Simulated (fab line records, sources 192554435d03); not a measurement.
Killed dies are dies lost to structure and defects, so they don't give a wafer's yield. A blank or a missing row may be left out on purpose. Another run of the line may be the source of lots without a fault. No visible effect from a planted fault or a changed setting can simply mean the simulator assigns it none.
Split-lot experiment -- flow n5Finfet -- 39 wafers read across 7 lots, on a route 1938 steps long

## SPLIT DETAILS
At N5_FIN_CUT_CUT_ETCH_26 (etches SiNx in CH3F/O2, target depth 39 nm, time 55.7 s), the setting sourceW was moved away from the recipe's 395 W on 12 of the 39 wafers read, by -15.5% to +16.1%. For the rest of the wafers, this setting stayed at what the recipe calls for.

The split's own step is where the reading is taken.

## THE READING
rfVppV, in V, at N5_FIN_CUT_CUT_ETCH_26 (etches SiNx in CH3F/O2, target depth 39 nm, time 55.7 s). On this fab line, fault-free wafers typically give 296.3 V with a standard deviation of 2.6 V.

wafer,"tool, chamber at the split","sourceW as run, W",against the recipe,"rfVppV, V",against lot-mates on the recipe
L074.1,"rieDiel-03, 1",458.7,+16.1%,280.9,-17.2
L074.2,"rieDiel-03, 0",395,recipe,297.7,-
L074.3,"rieDiel-03, 2",395,recipe,295.8,-
L074.4,"rieDiel-03, 3",458.7,+16.1%,277.1,-21.0
L074.5,"rieDiel-03, 1",395,recipe,300.8,-
L074.6,"rieDiel-03, 0",458.7,+16.1%,275.7,-22.4
L075.1,"rieDiel-06, 2",395,recipe,293.2,-
L075.2,"rieDiel-06, 1",395,recipe,301.4,-
L075.3,"rieDiel-06, 3",395,recipe,297.0,-
L075.4,"rieDiel-06, 1",395,recipe,301.8,-
L075.5,"rieDiel-06, 2",395,recipe,294.2,-
L075.6,"rieDiel-06, 3",395,recipe,296.0,-
L083.1,"rieDiel-06, 3",395,recipe,296.4,-
L083.2,"rieDiel-06, 0",395,recipe,292.9,-
L083.3,"rieDiel-06, 2",367.4,-7.0%,304.3,+9.7
L083.4,"rieDiel-06, 1",367.4,-7.0%,310.4,+15.8
L083.5,"rieDiel-06, 1",367.4,-7.0%,310.6,+16.0
L083.6,"rieDiel-06, 0",395,recipe,294.5,-
L084.1,"rieDiel-03, 3",395,recipe,296.4,-
L084.2,"rieDiel-03, 2",395,recipe,294.7,-
L084.5,"rieDiel-03, 3",395,recipe,295.4,-
L085.1,"rieDiel-02, 0",395,recipe,293.6,-
L085.2,"rieDiel-02, 2",395,recipe,297.6,-
L085.3,"rieDiel-02, 3",333.7,-15.5%,317.2,+22.2
L085.4,"rieDiel-02, 0",395,recipe,293.9,-
L085.5,"rieDiel-02, 2",333.7,-15.5%,322.9,+27.9
L085.6,"rieDiel-02, 3",333.7,-15.5%,318.8,+23.8
L089.1,"rieDiel-02, 1",395,recipe,295.9,-
L089.2,"rieDiel-02, 3",395,recipe,294.3,-
L089.3,"rieDiel-02, 2",395,recipe,298.5,-
L089.4,"rieDiel-02, 3",395,recipe,293.6,-
L089.5,"rieDiel-02, 1",395,recipe,296.4,-
L089.6,"rieDiel-02, 2",395,recipe,298.2,-
L091.1,"rieDiel-02, 1",395,recipe,296.9,-
L091.2,"rieDiel-02, 0",358.2,-9.3%,307.4,+11.1
L091.3,"rieDiel-02, 3",395,recipe,293.7,-
L091.4,"rieDiel-02, 2",395,recipe,298.2,-
L091.5,"rieDiel-02, 3",358.2,-9.3%,309.1,+12.8
L091.6,"rieDiel-02, 0",358.2,-9.3%,307.5,+11.2

FIT RESULTS
A straight line over all 39 wafers: rfVppV changes by -1.33 V for each +1% of sourceW; r = -0.96; the points scatter about the line by 2.7 V.
The same after taking each lot's own level away (the mean of its wafers on the recipe; 39 wafers): -1.42 V for each +1%; r = -0.97; scatter 2.7 V.
The reading moves by 23 V for the largest change in sourceW, on that fit.
The lots' own levels span 294.60 to 298.10 V, that is 1.3 times the standard deviation above.
The two slopes agree, so the slope changes little with the lot-to-lot level.
Check: with one of the wafers moved furthest among these (+16.1%) left out of the fit, the line predicts -23.5 V for it against its lot-mates. Against them it came out at -17.2 V.
Tool readings at the split's step, against how far the setting was moved: rfVppV r = -0.96.

## FILE'S OWN FIT
rfVppV changes by -1.44 V for each +1% of sourceW, r = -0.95.
